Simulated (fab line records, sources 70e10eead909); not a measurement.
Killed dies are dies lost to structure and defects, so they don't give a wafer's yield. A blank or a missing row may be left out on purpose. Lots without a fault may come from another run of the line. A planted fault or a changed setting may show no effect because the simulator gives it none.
Which tool did it? | flow nand_harc | 24 lots, 72 wafers sampled, at 6 steps of a route of 1302

WHAT THE GAUGES READ, wafer by wafer
NHARC_A_SOURCE_PLATE_INSPECT_08. Usual: raw_defect_count 64, standard deviation 25.
lot  | measured     | on                | raw_defect_count | flag
L074 | day 8 00:41  | defect_inspect-02 | 81 57 52         |
L075 | day 8 00:41  | defect_inspect-01 | 18 42 31         |
L076 | day 8 19:11  | defect_inspect-02 | 109 107 89       |
L077 | day 8 19:11  | defect_inspect-01 | 25 56 42         |
L078 | day 9 11:08  | defect_inspect-01 | 64 46 49         |
L079 | day 9 22:31  | defect_inspect-02 | 50 46 64         |
L080 | day 9 22:31  | defect_inspect-01 | 73 51 47         |
L081 | day 10 17:05 | defect_inspect-01 | 69 80 47         |
L082 | day 11 02:34 | defect_inspect-01 | 53 60 76         |
L083 | day 11 14:30 | defect_inspect-01 | 105 73 65        |
L084 | day 11 22:11 | defect_inspect-02 | 107 69 70        |
L085 | day 12 06:04 | defect_inspect-01 | 32 50 86         |
L086 | day 12 12:55 | defect_inspect-01 | 66 78 36         |
L087 | day 12 23:53 | defect_inspect-01 | 45 56 44         |
L088 | day 13 18:33 | defect_inspect-02 | 32 55 42         |
L089 | day 13 18:33 | defect_inspect-01 | 80 56 96         |
L090 | day 14 10:10 | defect_inspect-02 | 75 64 35         |
L091 | day 14 18:15 | defect_inspect-01 | 34 59 58         |
L092 | day 15 07:19 | defect_inspect-01 | 65 25 25         |
L093 | day 15 07:19 | defect_inspect-02 | 43 38 86         |
L094 | day 16 04:49 | defect_inspect-01 | 38 37 31         |
L095 | day 16 04:49 | defect_inspect-02 | 65 52 84         |
L096 | day 17 03:56 | defect_inspect-02 | 152 98 88        |
L097 | day 17 09:30 | defect_inspect-01 | 43 64 65         |

WHICH TOOL RAN EACH LOT (tool, then ch and the chambers of the sampled wafers, then the start)
lot  | NHARC_P_M0_ANNEAL_30             | NHARC_P_M1_DESCUM_14               | NHARC_P_M2_DESCUM_14               | NHARC_P_M2_PVD_20                       | NHARC_P_BONDPAD_DESCUM_11
L074 | rtp_anneal-01 ch 0, day 6 12:42  | rie_diel-09 ch 0,1,3, day 6 15:08  | rie_diel-12 ch 0,1,3, day 6 19:10  | pvd_sputter-02, day 6 23:50 or earlier  | rie_diel-04 ch 0,1,2, day 6 23:50
L075 | rtp_anneal-01 ch 0, day 6 14:26  | rie_diel-03 ch 0,1,2, day 6 16:42  | rie_diel-12 ch 0,1,3, day 6 20:45  | pvd_sputter-01, day 7 01:39 or earlier  | rie_diel-10 ch 2,3, day 7 01:39
L076 | rtp_anneal-02 ch 0, day 7 03:45  | rie_diel-03 ch 0,1,3, day 7 06:21  | rie_diel-12 ch 0,1,3, day 7 10:33  | pvd_sputter-01, day 7 15:15 or earlier  | rie_diel-10 ch 0,2,3, day 7 15:15
L077 | rtp_anneal-02 ch 0, day 7 09:25  | rie_diel-09 ch 1,2,3, day 7 11:45  | rie_diel-13 ch 2,3, day 7 15:59    | pvd_sputter-01, day 7 20:36 or earlier  | rie_diel-10 ch 0,1,3, day 7 20:36
L078 | rtp_anneal-01 ch 0, day 7 20:15  | rie_diel-09 ch 1,3, day 7 22:41    | rie_diel-12 ch 1,2,3, day 8 02:51  | pvd_sputter-02, day 8 07:25 or earlier  | rie_diel-01 ch 0,2,3, day 8 07:25
L079 | rtp_anneal-02 ch 0, day 8 09:52  | rie_diel-03 ch 1,2,3, day 8 12:10  | rie_diel-13 ch 1,3, day 8 16:10    | pvd_sputter-01, day 8 20:45 or earlier  | rie_diel-04 ch 0,1,3, day 8 20:45
L080 | rtp_anneal-01 ch 0, day 8 10:32  | rie_diel-03 ch 0,2,3, day 8 12:56  | rie_diel-13 ch 0,1,3, day 8 17:05  | pvd_sputter-01, day 8 21:40 or earlier  | rie_diel-01 ch 0,1,2, day 8 21:40
L081 | rtp_anneal-01 ch 0, day 8 22:45  | rie_diel-03 ch 0,1, day 9 01:14    | rie_diel-02 ch 0,1,2, day 9 05:25  | pvd_sputter-02, day 9 09:59 or earlier  | rie_diel-10 ch 1,2, day 9 09:59
L082 | rtp_anneal-01 ch 0, day 9 11:37  | rie_diel-09 ch 2,3, day 9 14:01    | rie_diel-13 ch 1,2,3, day 9 18:36  | pvd_sputter-03, day 9 23:13 or earlier  | rie_diel-10 ch 0,2,3, day 9 23:13
L083 | rtp_anneal-01 ch 0, day 10 00:17 | rie_diel-03 ch 0,2,3, day 10 02:34 | rie_diel-12 ch 0,2,3, day 10 06:56 | pvd_sputter-03, day 10 11:28 or earlier | rie_diel-04 ch 0,2,3, day 10 11:28
L084 | rtp_anneal-01 ch 0, day 10 06:57 | rie_diel-07 ch 1,2,3, day 10 09:13 | rie_diel-12 ch 0,1,3, day 10 13:22 | pvd_sputter-03, day 10 17:56 or earlier | rie_diel-04 ch 0,1,2, day 10 17:56
L085 | rtp_anneal-01 ch 0, day 10 16:52 | rie_diel-07 ch 0,2,3, day 10 19:31 | rie_diel-12 ch 0,1,2, day 10 23:31 | pvd_sputter-03, day 11 04:16 or earlier | rie_diel-01 ch 2,3, day 11 04:16
L086 | rtp_anneal-02 ch 0, day 11 01:06 | rie_diel-07 ch 0,2,3, day 11 03:20 | rie_diel-12 ch 1,2,3, day 11 07:45 | pvd_sputter-03, day 11 12:11 or earlier | rie_diel-10 ch 1,3, day 11 12:11
L087 | rtp_anneal-01 ch 0, day 11 11:28 | rie_diel-09 ch 0,1,3, day 11 13:47 | rie_diel-13 ch 0,1, day 11 17:56   | pvd_sputter-02, day 11 22:33 or earlier | rie_diel-10 ch 0,1,3, day 11 22:33
L088 | rtp_anneal-01 ch 0, day 12 03:40 | rie_diel-09 ch 1,2,3, day 12 05:54 | rie_diel-02 ch 0,2,3, day 12 10:10 | pvd_sputter-01, day 12 15:19 or earlier | rie_diel-10 ch 0,1,2, day 12 15:19
L089 | rtp_anneal-02 ch 0, day 12 07:16 | rie_diel-03 ch 0,1,3, day 12 09:38 | rie_diel-12 ch 0,1,3, day 12 14:08 | pvd_sputter-03, day 12 18:42 or earlier | rie_diel-10 ch 0,1,2, day 12 18:42
L090 | rtp_anneal-02 ch 0, day 12 19:40 | rie_diel-07 ch 0,1,2, day 12 22:04 | rie_diel-12 ch 0,1,2, day 13 02:25 | pvd_sputter-03, day 13 07:00 or earlier | rie_diel-10 ch 0,1,2, day 13 07:00
L091 | rtp_anneal-01 ch 0, day 13 05:51 | rie_diel-03 ch 0,2,3, day 13 08:04 | rie_diel-12 ch 0,1,2, day 13 12:25 | pvd_sputter-03, day 13 16:51 or earlier | rie_diel-10 ch 0,2,3, day 13 16:51
L092 | rtp_anneal-01 ch 0, day 13 16:58 | rie_diel-03 ch 1,2, day 13 19:28   | rie_diel-13 ch 0,1,3, day 13 23:42 | pvd_sputter-01, day 14 04:16 or earlier | rie_diel-10 ch 0,2,3, day 14 04:16
L093 | rtp_anneal-02 ch 0, day 13 21:19 | rie_diel-03 ch 0,1, day 13 23:34   | rie_diel-02 ch 1,2, day 14 03:56   | pvd_sputter-01, day 14 08:29 or earlier | rie_diel-10 ch 0,3, day 14 08:29
L094 | rtp_anneal-01 ch 0, day 14 15:58 | rie_diel-09 ch 0,1,3, day 14 18:23 | rie_diel-02 ch 1,2,3, day 14 22:32 | pvd_sputter-01, day 15 03:12 or earlier | rie_diel-10 ch 1,2,3, day 15 03:12
L095 | rtp_anneal-01 ch 0, day 14 16:45 | rie_diel-09 ch 1,2,3, day 14 19:17 | rie_diel-12 ch 0,1,2, day 14 23:36 | pvd_sputter-02, day 15 04:09 or earlier | rie_diel-10 ch 1,2,3, day 15 04:09
L096 | rtp_anneal-02 ch 0, day 15 13:32 | rie_diel-03 ch 1,2, day 15 15:56   | rie_diel-02 ch 0,2, day 15 20:07   | pvd_sputter-01, day 16 00:32 or earlier | rie_diel-01 ch 0,2,3, day 16 00:32
L097 | rtp_anneal-02 ch 0, day 15 21:29 | rie_diel-09 ch 0,1, day 15 23:40   | rie_diel-13 ch 1,3, day 16 03:51   | pvd_sputter-01, day 16 08:27 or earlier | rie_diel-01 ch 1,3, day 16 08:27
- NHARC_P_M0_ANNEAL_30: time 90 s.
- NHARC_P_M1_DESCUM_14: chemistry O2, time 3 s.
- NHARC_P_M2_DESCUM_14: chemistry O2, time 3 s.
- NHARC_P_M2_PVD_20: deposits TaN, target thk 5 nm, time 8.06 s.
- NHARC_P_BONDPAD_DESCUM_11: chemistry O2, time 3 s.

WHAT THE TOOLS THEMSELVES READ (means of the sampled wafers that have a number; where no wafer has one, the mark that the record gives instead)
NHARC_P_M0_ANNEAL_30. Usual: wafer_temp_C_max 225.9, standard deviation 0.42.
lot  | tool          | wafer_temp_C_max | flag
L074 | rtp_anneal-01 | 226.3            |
L075 | rtp_anneal-01 | 226.2            |
L076 | rtp_anneal-02 | 225.6            |
L077 | rtp_anneal-02 | 225.5            |
L078 | rtp_anneal-01 | 226.0            |
L079 | rtp_anneal-02 | 225.5            |
L080 | rtp_anneal-01 | 226.4            |
L081 | rtp_anneal-01 | 226.2            |
L082 | rtp_anneal-01 | 226.4            |
L083 | rtp_anneal-01 | 226.1            |
L084 | rtp_anneal-01 | 226.0            |
L085 | rtp_anneal-01 | 226.1            |
L086 | rtp_anneal-02 | 225.3            |
L087 | rtp_anneal-01 | 226.1            |
L088 | rtp_anneal-01 | 226.4            |
L089 | rtp_anneal-02 | 225.3            |
L090 | rtp_anneal-02 | 225.7            |
L091 | rtp_anneal-01 | 226.3            |
L092 | rtp_anneal-01 | 226.2            |
L093 | rtp_anneal-02 | 225.7            |
L094 | rtp_anneal-01 | 226.3            |
L095 | rtp_anneal-01 | 226.1            |
L096 | rtp_anneal-02 | 225.8            |
L097 | rtp_anneal-02 | 225.4            |

NHARC_P_M1_DESCUM_14. Usual: drypump_motor_current_A 5.6 A, standard deviation 0.36; o2_flow_sccm 200.0 sccm, standard deviation 0.58; oes_product_au 0.999 a.u., standard deviation 0.0089; rf_vpp_V 57.7 V, standard deviation 0.86; showerhead_plenum_p_Torr 1.90 Torr, standard deviation 0.087; throttle_valve_pct 11.311 %, standard deviation 0.0091.
lot  | tool        | drypump_motor_current_A (A) | o2_flow_sccm (sccm) | oes_product_au (a.u.) | rf_vpp_V (V) | showerhead_plenum_p_Torr (Torr) | throttle_valve_pct (%) | flag
L074 | rie_diel-09 | 5.7                         | 199.4               | 0.997                 | 57.9         | 1.84                            | 11.309                 |
L075 | rie_diel-03 | 5.6                         | 199.9               | 0.996                 | 57.6         | 1.89                            | 11.307                 |
L076 | rie_diel-03 | 5.6                         | 199.5               | 1.009                 | 57.8         | 1.85                            | 11.313                 |
L077 | rie_diel-09 | 5.5                         | 200.1               | 1.008                 | 57.9         | 1.87                            | 11.307                 |
L078 | rie_diel-09 | 5.3                         | 200.2               | 0.997                 | 57.4         | 1.80                            | 11.302                 |
L079 | rie_diel-03 | 5.8                         | 199.9               | 1.010                 | 57.8         | 1.88                            | 11.321                 |
L080 | rie_diel-03 | 5.6                         | 200.5               | 1.003                 | 58.3         | 1.91                            | 11.316                 |
L081 | rie_diel-03 | 5.6                         | 199.5               | 1.000                 | 57.2         | 1.82                            | 11.312                 |
L082 | rie_diel-09 | 5.6                         | 200.6               | 0.999                 | 57.8         | 1.95                            | 11.321                 |
L083 | rie_diel-03 | 5.6                         | 200.4               | 1.005                 | 58.1         | 1.91                            | 11.320                 |
L084 | rie_diel-07 | 5.2                         | 199.3               | 1.001                 | 58.4         | 1.96                            | 11.315                 |
L085 | rie_diel-07 | 5.5                         | 200.5               | 0.998                 | 58.4         | 1.98                            | 11.306                 |
L086 | rie_diel-07 | 5.5                         | 200.2               | 0.996                 | 56.8         | 1.98                            | 11.316                 |
L087 | rie_diel-09 | 5.7                         | 200.3               | 0.991                 | 57.0         | 1.84                            | 11.310                 |
L088 | rie_diel-09 | 5.5                         | 199.8               | 0.999                 | 57.6         | 1.87                            | 11.305                 |
L089 | rie_diel-03 | 5.6                         | 200.5               | 1.002                 | 57.0         | 1.85                            | 11.312                 |
L090 | rie_diel-07 | 5.5                         | 199.8               | 0.993                 | 58.4         | 2.00                            | 11.311                 |
L091 | rie_diel-03 | 5.6                         | 200.4               | 1.000                 | 57.2         | 1.91                            | 11.306                 |
L092 | rie_diel-03 | 5.8                         | 199.7               | 0.993                 | 58.3         | 1.85                            | 11.314                 |
L093 | rie_diel-03 | 5.4                         | 199.8               | 0.998                 | 57.5         | 1.86                            | 11.313                 |
L094 | rie_diel-09 | 5.7                         | 200.0               | 0.992                 | 58.1         | 1.84                            | 11.316                 |
L095 | rie_diel-09 | 5.5                         | 200.4               | 0.992                 | 56.8         | 1.87                            | 11.317                 |
L096 | rie_diel-03 | 5.8                         | 199.9               | 0.999                 | 58.1         | 1.91                            | 11.305                 |
L097 | rie_diel-09 | 5.9                         | 199.8               | 0.989                 | 57.7         | 1.89                            | 11.311                 |

NHARC_P_M2_DESCUM_14. Usual: drypump_motor_current_A 5.6 A, standard deviation 0.41; o2_flow_sccm 200.0 sccm, standard deviation 0.59; oes_product_au 1.001 a.u., standard deviation 0.012; rf_vpp_V 57.8 V, standard deviation 0.89; showerhead_plenum_p_Torr 1.87 Torr, standard deviation 0.052; throttle_valve_pct 11.309 %, standard deviation 0.0088.
lot  | tool        | drypump_motor_current_A (A) | o2_flow_sccm (sccm) | oes_product_au (a.u.) | rf_vpp_V (V) | showerhead_plenum_p_Torr (Torr) | throttle_valve_pct (%) | flag
L074 | rie_diel-12 | 5.4                         | 200.1               | 1.006                 | 56.9         | 1.87                            | 11.319                 |
L075 | rie_diel-12 | 5.4                         | 200.4               | 1.004                 | 59.1         | 1.87                            | 11.307                 |
L076 | rie_diel-12 | 5.4                         | 200.3               | 1.007                 | 58.0         | 1.87                            | 11.313                 |
L077 | rie_diel-13 | 5.3                         | 199.7               | 1.010                 | 57.1         | 1.89                            | 11.311                 |
L078 | rie_diel-12 | 5.4                         | 199.7               | 1.009                 | 57.2         | 1.85                            | 11.304                 |
L079 | rie_diel-13 | 5.8                         | 199.5               | 1.005                 | 56.9         | 1.90                            | 11.318                 |
L080 | rie_diel-13 | 5.8                         | 199.7               | 0.995                 | 57.7         | 1.85                            | 11.310                 |
L081 | rie_diel-02 | 6.1                         | 199.9               | 1.004                 | 58.0         | 1.93                            | 11.307                 |
L082 | rie_diel-13 | 5.7                         | 200.2               | 0.999                 | 57.5         | 1.88                            | 11.315                 |
L083 | rie_diel-12 | 5.4                         | 200.0               | 1.003                 | 58.3         | 1.87                            | 11.299                 |
L084 | rie_diel-12 | 5.4                         | 199.9               | 1.006                 | 57.5         | 1.87                            | 11.307                 |
L085 | rie_diel-12 | 5.5                         | 199.5               | 1.004                 | 57.5         | 1.89                            | 11.311                 |
L086 | rie_diel-12 | 5.5                         | 199.9               | 1.005                 | 58.1         | 1.85                            | 11.308                 |
L087 | rie_diel-13 | 6.1                         | 199.3               | 0.999                 | 57.8         | 1.82                            | 11.320                 |
L088 | rie_diel-02 | 6.0                         | 199.9               | 0.995                 | 58.3         | 1.91                            | 11.303                 |
L089 | rie_diel-12 | 5.4                         | 200.3               | 1.005                 | 57.7         | 1.87                            | 11.307                 |
L090 | rie_diel-12 | 5.5                         | 200.2               | 1.012                 | 57.7         | 1.89                            | 11.307                 |
L091 | rie_diel-12 | 5.5                         | 199.9               | 1.002                 | 57.5         | 1.89                            | 11.305                 |
L092 | rie_diel-13 | 5.8                         | 199.7               | 0.995                 | 56.8         | 1.85                            | 11.306                 |
L093 | rie_diel-02 | 6.5                         | 199.9               | 1.000                 | 58.7         | 1.92                            | 11.305                 |
L094 | rie_diel-02 | 6.2                         | 200.3               | 1.009                 | 57.8         | 1.89                            | 11.310                 |
L095 | rie_diel-12 | 5.5                         | 200.5               | 1.006                 | 57.6         | 1.89                            | 11.313                 |
L096 | rie_diel-02 | 6.3                         | 200.1               | 0.983                 | 58.1         | 1.94                            | 11.309                 |
L097 | rie_diel-13 | 6.1                         | 200.4               | 0.995                 | 58.0         | 1.87                            | 11.306                 |

NHARC_P_M2_PVD_20. Usual: throttle_valve_pct 30.1 %, standard deviation 0.72.
lot  | tool           | throttle_valve_pct (%) | flag
L074 | pvd_sputter-02 | 30.3                   |
L075 | pvd_sputter-01 | 29.9                   |
L076 | pvd_sputter-01 | 29.9                   |
L077 | pvd_sputter-01 | 29.4                   |
L078 | pvd_sputter-02 | 30.4                   |
L079 | pvd_sputter-01 | 29.2                   |
L080 | pvd_sputter-01 | 29.2                   |
L081 | pvd_sputter-02 | 30.3                   |
L082 | pvd_sputter-03 | 30.3                   |
L083 | pvd_sputter-03 | 29.9                   |
L084 | pvd_sputter-03 | 30.0                   |
L085 | pvd_sputter-03 | 29.8                   |
L086 | pvd_sputter-03 | 29.6                   |
L087 | pvd_sputter-02 | 30.0                   |
L088 | pvd_sputter-01 | 29.8                   |
L089 | pvd_sputter-03 | 29.9                   |
L090 | pvd_sputter-03 | 30.0                   |
L091 | pvd_sputter-03 | 30.1                   |
L092 | pvd_sputter-01 | 30.1                   |
L093 | pvd_sputter-01 | 30.3                   |
L094 | pvd_sputter-01 | 30.0                   |
L095 | pvd_sputter-02 | 29.9                   |
L096 | pvd_sputter-01 | 30.1                   |
L097 | pvd_sputter-01 | 29.4                   |

NHARC_P_BONDPAD_DESCUM_11. Usual: drypump_motor_current_A 5.6 A, standard deviation 0.38; o2_flow_sccm 199.9 sccm, standard deviation 0.61; oes_product_au 0.998 a.u., standard deviation 0.0085; rf_vpp_V 58.1 V, standard deviation 0.81; showerhead_plenum_p_Torr 1.98 Torr, standard deviation 0.079; throttle_valve_pct 11.311 %, standard deviation 0.0088.
lot  | tool        | drypump_motor_current_A (A) | o2_flow_sccm (sccm) | oes_product_au (a.u.) | rf_vpp_V (V) | showerhead_plenum_p_Torr (Torr) | throttle_valve_pct (%) | flag
L074 | rie_diel-04 | 5.8                         | 200.0               | 0.998                 | 57.7         | 1.93                            | 11.313                 |
L075 | rie_diel-10 | 5.8                         | 200.2               | 1.010                 | 58.7         | 1.98                            | 11.314                 |
L076 | rie_diel-10 | 5.5                         | 200.5               | 1.010                 | 58.2         | 2.00                            | 11.317                 |
L077 | rie_diel-10 | 5.4                         | 200.3               | 0.998                 | 58.7         | 2.03                            | 11.300                 |
L078 | rie_diel-01 | 5.6                         | 200.1               | 0.991                 | 57.0         | 1.91                            | 11.311                 |
L079 | rie_diel-04 | 5.3                         | 200.4               | 1.003                 | 57.3         | 1.92                            | 11.311                 |
L080 | rie_diel-01 | 5.7                         | 200.4               | 0.990                 | 58.1         | 1.96                            | 11.307                 |
L081 | rie_diel-10 | 5.9                         | 199.6               | 1.000                 | 58.3         | 2.01                            | 11.318                 |
L082 | rie_diel-10 | 5.5                         | 199.5               | 1.004                 | 58.1         | 2.00                            | 11.314                 |
L083 | rie_diel-04 | 5.7                         | 200.0               | 1.005                 | 57.9         | 1.90                            | 11.315                 |
L084 | rie_diel-04 | 5.8                         | 200.2               | 0.995                 | 58.4         | 1.93                            | 11.314                 |
L085 | rie_diel-01 | 5.3                         | 199.8               | 0.997                 | 57.7         | 1.82                            | 11.307                 |
L086 | rie_diel-10 | 5.6                         | 200.6               | 0.990                 | 57.9         | 2.04                            | 11.312                 |
L087 | rie_diel-10 | 5.4                         | 200.8               | 0.995                 | 58.8         | 2.03                            | 11.312                 |
L088 | rie_diel-10 | 5.6                         | 200.1               | 0.988                 | 58.2         | 1.99                            | 11.317                 |
L089 | rie_diel-10 | 5.6                         | 199.4               | 0.998                 | 57.8         | 1.99                            | 11.308                 |
L090 | rie_diel-10 | 5.7                         | 199.9               | 1.003                 | 58.6         | 1.99                            | 11.309                 |
L091 | rie_diel-10 | 5.5                         | 199.5               | 0.998                 | 58.9         | 2.00                            | 11.313                 |
L092 | rie_diel-10 | 5.5                         | 199.9               | 1.006                 | 58.2         | 2.00                            | 11.313                 |
L093 | rie_diel-10 | 5.2                         | 199.7               | 1.001                 | 58.6         | 2.02                            | 11.312                 |
L094 | rie_diel-10 | 5.7                         | 199.7               | 0.997                 | 58.6         | 2.01                            | 11.309                 |
L095 | rie_diel-10 | 5.7                         | 199.9               | 0.991                 | 57.9         | 2.01                            | 11.322                 |
L096 | rie_diel-01 | 5.6                         | 200.0               | 0.997                 | 58.1         | 1.91                            | 11.313                 |
L097 | rie_diel-01 | 5.3                         | 199.6               | 1.001                 | 57.6         | 1.83                            | 11.321                 |

THE ANSWER, worked out from the rows above alone
Rule: a lot is off if the mean of its wafers that have a number lies more than 3 standard deviations from the usual mean. A lot without any number at a reading at which 4 lots or more have one is off too. The other lots that the step has rows for count as sound. The gauges are gone through in route order, then the tools' own readings, and for those a lot's mean is taken as printed above. The first step at which some lot is off is used, and at that step the reading that is off furthest; a lot without a number counts as furthest.
No lot is off at any reading shown: from this, nothing can be told.

WHAT THE SIMULATOR HAD PUT IN
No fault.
